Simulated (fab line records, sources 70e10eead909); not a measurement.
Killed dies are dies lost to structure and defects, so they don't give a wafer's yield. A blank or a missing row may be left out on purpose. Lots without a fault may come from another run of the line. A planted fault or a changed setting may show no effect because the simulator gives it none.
Which tool did it? | flow nand_harc | 14 lots, 40 wafers sampled, at 4 steps of a route of 1302

WHAT THE GAUGES READ, wafer by wafer
The record holds no reading of a measuring or inspecting step that can be judged against a usual standard deviation.

WHICH TOOL RAN EACH LOT (tool, then ch and the chambers of the sampled wafers, then the start)
lot  | NHARC_A_STAIRCASE_TRIM_12          | NHARC_A_STAIRCASE_ETCH_13      | NHARC_A_STAIRCASE_ETCH_15      | NHARC_A_STAIRCASE_ETCH_23
L594 | rie_diel-05 ch 0,1,3, day 16 22:37 | rie_diel-05 ch 0,1,2, no start | rie_diel-05 ch 0,1,3, no start | rie_diel-05 ch 0,1,2, no start
L596 | rie_diel-03 ch 1,2, day 17 01:31   | rie_diel-03 ch 0,1,3, no start | rie_diel-03 ch 0,3, no start   | rie_diel-05 ch 0,3, no start
L597 | rie_diel-03 ch 1,2,3, day 17 07:11 | rie_diel-03 ch 0,2,3, no start | rie_diel-03 ch 1,2,3, no start | rie_diel-06 ch 1,2,3, no start
L598 | rie_diel-06 ch 0,3, day 17 16:03   | rie_diel-06 ch 1,3, no start   | rie_diel-06 ch 1,2,3, no start | rie_diel-06 ch 1,2,3, no start
L599 | rie_diel-03 ch 0,2,3, day 17 18:41 | rie_diel-03 ch 1,3, no start   | rie_diel-03 ch 1,2,3, no start | rie_diel-06 ch 0,2, no start
L600 | rie_diel-05 ch 1,2,3, day 17 22:30 | rie_diel-05 ch 2,3, no start   | rie_diel-03 ch 2,3, no start   | rie_diel-06 ch 1,2,3, no start
L601 | rie_diel-05 ch 0,2,3, day 18 12:14 | rie_diel-05 ch 0,1, no start   | rie_diel-05 ch 2,3, no start   | rie_diel-05 ch 0,1,3, no start
L602 | rie_diel-03 ch 0,1,2, day 19 00:16 | rie_diel-03 ch 0,2,3, no start | rie_diel-03 ch 2,3, no start   | rie_diel-03 ch 0,1,3, no start
L603 | rie_diel-03 ch 0,1,3, day 19 21:49 | rie_diel-03 ch 0,1, no start   | rie_diel-03 ch 1,3, no start   | rie_diel-05 ch 1,2,3, no start
L606 | rie_diel-05 ch 0,2,3, day 20 13:20 | rie_diel-05 ch 0,2,3, no start | rie_diel-05 ch 2,3, no start   | rie_diel-05 ch 0,2,3, no start
L608 | rie_diel-03 ch 0,2,3, day 21 19:04 | rie_diel-03 ch 0,1,2, no start | rie_diel-03 ch 0,1,3, no start | rie_diel-05 ch 1,2,3, no start
L611 | rie_diel-05 ch 0,3, day 22 19:27   | rie_diel-05 ch 0,3, no start   | rie_diel-05 ch 0,3, no start   | rie_diel-03 ch 0,1,3, no start
L610 | rie_diel-03 ch 1,2, day 22 19:53   | rie_diel-03 ch 0,1, no start   | rie_diel-03 ch 2,3, no start   | rie_diel-05 ch 1, no start
L612 | rie_diel-03 ch 2, day 23 16:02     | rie_diel-03 ch 0, no start     | rie_diel-03 ch 1,2, no start   | rie_diel-05 ch 0,2, no start
- NHARC_A_STAIRCASE_TRIM_12: chemistry O2, time 211.2 s.
- NHARC_A_STAIRCASE_ETCH_13: etches the open film in C4F8/O2, target depth 100 nm, time 40.5 s.
- NHARC_A_STAIRCASE_ETCH_15: etches the open film in C4F8/O2, target depth 100 nm, time 40.5 s.
- NHARC_A_STAIRCASE_ETCH_23: etches the open film in C4F8/O2, target depth 100 nm, time 40.5 s.

WHAT THE TOOLS THEMSELVES READ (means of the sampled wafers that have a number; where no wafer has one, the mark that the record gives instead)
NHARC_A_STAIRCASE_TRIM_12. Usual: drypump_motor_current_A 5.8 A, standard deviation 0.42; oes_product_au 0.999 a.u., standard deviation 0.0073; rf_vpp_V 57.6 V, standard deviation 0.93; run_length_s 232.2 s, standard deviation 0.4; showerhead_plenum_p_Torr 3.46 Torr, standard deviation 0.16; throttle_valve_pct 17.038 %, standard deviation 0.009.
lot  | tool        | drypump_motor_current_A (A) | oes_product_au (a.u.) | rf_vpp_V (V) | run_length_s (s) | showerhead_plenum_p_Torr (Torr) | throttle_valve_pct (%) | flag
L594 | rie_diel-05 | 5.6                         | 0.999                 | 58.4         | 232.3            | 3.46                            | 17.035                 |
L596 | rie_diel-03 | 5.9                         | 1.002                 | 57.3         | 232.1            | 3.42                            | 17.051                 |
L597 | rie_diel-03 | 5.6                         | 0.997                 | 58.5         | 232.4            | 3.47                            | 17.044                 |
L598 | rie_diel-06 | 5.6                         | 1.003                 | 57.2         | 232.7            | 3.35                            | 17.034                 |
L599 | rie_diel-03 | 5.8                         | 0.988                 | 57.6         | 232.3            | 3.44                            | 17.038                 |
L600 | rie_diel-05 | 5.9                         | 1.001                 | 58.7         | 232.3            | 3.46                            | 17.037                 |
L601 | rie_diel-05 | 6.1                         | 1.001                 | 58.5         | 232.0            | 3.47                            | 17.034                 |
L602 | rie_diel-03 | 5.8                         | 0.999                 | 56.6         | 232.4            | 3.44                            | 17.029                 |
L603 | rie_diel-03 | 5.6                         | 0.992                 | 57.5         | 232.2            | 3.49                            | 17.052                 |
L606 | rie_diel-05 | 6.1                         | 1.010                 | 56.9         | 231.8            | 3.46                            | 17.043                 |
L608 | rie_diel-03 | 5.8                         | 1.002                 | 57.1         | 232.5            | 3.42                            | 17.038                 |
L611 | rie_diel-05 | 5.7                         | 1.000                 | 57.6         | 232.0            | 3.62                            | 17.044                 |
L610 | rie_diel-03 | 5.8                         | 0.990                 | 57.1         | 244.1            | 3.43                            | 17.038                 | OFF
L612 | rie_diel-03 | 6.0                         | 0.988                 | 57.2         | 244.5            | 3.35                            | 17.034                 | OFF

NHARC_A_STAIRCASE_ETCH_13. Usual: oes_product_au 0.942 a.u., standard deviation 0.011; rf_vpp_V 893 V, standard deviation 6.
lot  | tool        | oes_product_au (a.u.) | rf_vpp_V (V) | flag
L594 | rie_diel-05 | 0.952                 | 893          |
L596 | rie_diel-03 | 0.940                 | 895          |
L597 | rie_diel-03 | 0.925                 | 893          |
L598 | rie_diel-06 | 0.930                 | 889          |
L599 | rie_diel-03 | 0.945                 | 896          |
L600 | rie_diel-05 | 0.950                 | 887          |
L601 | rie_diel-05 | 0.944                 | 905          |
L602 | rie_diel-03 | 0.949                 | 892          |
L603 | rie_diel-03 | 0.938                 | 894          |
L606 | rie_diel-05 | 0.933                 | 893          |
L608 | rie_diel-03 | 0.942                 | 892          |
L611 | rie_diel-05 | 0.958                 | 899          |
L610 | rie_diel-03 | 0.943                 | 893          |
L612 | rie_diel-03 | 0.942                 | 892          |

NHARC_A_STAIRCASE_ETCH_15. Usual: oes_product_au 0.942 a.u., standard deviation 0.012; rf_vpp_V 894 V, standard deviation 5.8.
lot  | tool        | oes_product_au (a.u.) | rf_vpp_V (V) | flag
L594 | rie_diel-05 | 0.964                 | 893          |
L596 | rie_diel-03 | 0.943                 | 894          |
L597 | rie_diel-03 | 0.935                 | 894          |
L598 | rie_diel-06 | 0.941                 | 893          |
L599 | rie_diel-03 | 0.938                 | 894          |
L600 | rie_diel-03 | 0.951                 | 894          |
L601 | rie_diel-05 | 0.941                 | 887          |
L602 | rie_diel-03 | 0.933                 | 893          |
L603 | rie_diel-03 | 0.935                 | 895          |
L606 | rie_diel-05 | 0.941                 | 888          |
L608 | rie_diel-03 | 0.949                 | 893          |
L611 | rie_diel-05 | 0.962                 | 899          |
L610 | rie_diel-03 | 0.944                 | 892          |
L612 | rie_diel-03 | 0.920                 | 893          |

NHARC_A_STAIRCASE_ETCH_23. Usual: oes_product_au 0.947 a.u., standard deviation 0.012; rf_vpp_V 894 V, standard deviation 7.
lot  | tool        | oes_product_au (a.u.) | rf_vpp_V (V) | flag
L594 | rie_diel-05 | 0.947                 | 893          |
L596 | rie_diel-05 | 0.943                 | 888          |
L597 | rie_diel-06 | 0.949                 | 892          |
L598 | rie_diel-06 | 0.941                 | 893          |
L599 | rie_diel-06 | 0.948                 | 897          |
L600 | rie_diel-06 | 0.955                 | 894          |
L601 | rie_diel-05 | 0.951                 | 900          |
L602 | rie_diel-03 | 0.949                 | 895          |
L603 | rie_diel-05 | 0.962                 | 893          |
L606 | rie_diel-05 | 0.951                 | 894          |
L608 | rie_diel-05 | 0.959                 | 893          |
L611 | rie_diel-03 | 0.943                 | 894          |
L610 | rie_diel-05 | 0.948                 | 904          |
L612 | rie_diel-05 | 0.974                 | 895          |

THE ANSWER, worked out from the rows above alone
Rule: a lot is off if the mean of its wafers that have a number lies more than 3 standard deviations from the usual mean. A lot without any number at a reading at which 4 lots or more have one is off too. The other lots that the step has rows for count as sound. The gauges are gone through in route order, then the tools' own readings, and for those a lot's mean is taken as printed above. The first step at which some lot is off is used, and at that step the reading that is off furthest; a lot without a number counts as furthest.
Off: L610, L612, at NHARC_A_STAIRCASE_TRIM_12 (run_length_s).
A tool fits if, at that step or a process step before it, it ran every lot that is off, and no sound lot after the first of them. One fits: rie_diel-03 at NHARC_A_STAIRCASE_TRIM_12. Its last sound lot is L608 (day 21 19:04), its first lot that is off L610 (day 22 19:53): a fault that began between those two fits.
The tool's own readings at NHARC_A_STAIRCASE_TRIM_12 bear it out: on the lots that are off they differ by more than 5 times the standard deviation of the sound lots' means. run_length_s reads 244.3 s there against 232.2 s on the sound lots.

WHAT THE SIMULATOR HAD PUT IN
Process parameter drift: rie_diel-03, from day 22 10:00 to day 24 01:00, at NHARC_A_STAIRCASE_TRIM_12. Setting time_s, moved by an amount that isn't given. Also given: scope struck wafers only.
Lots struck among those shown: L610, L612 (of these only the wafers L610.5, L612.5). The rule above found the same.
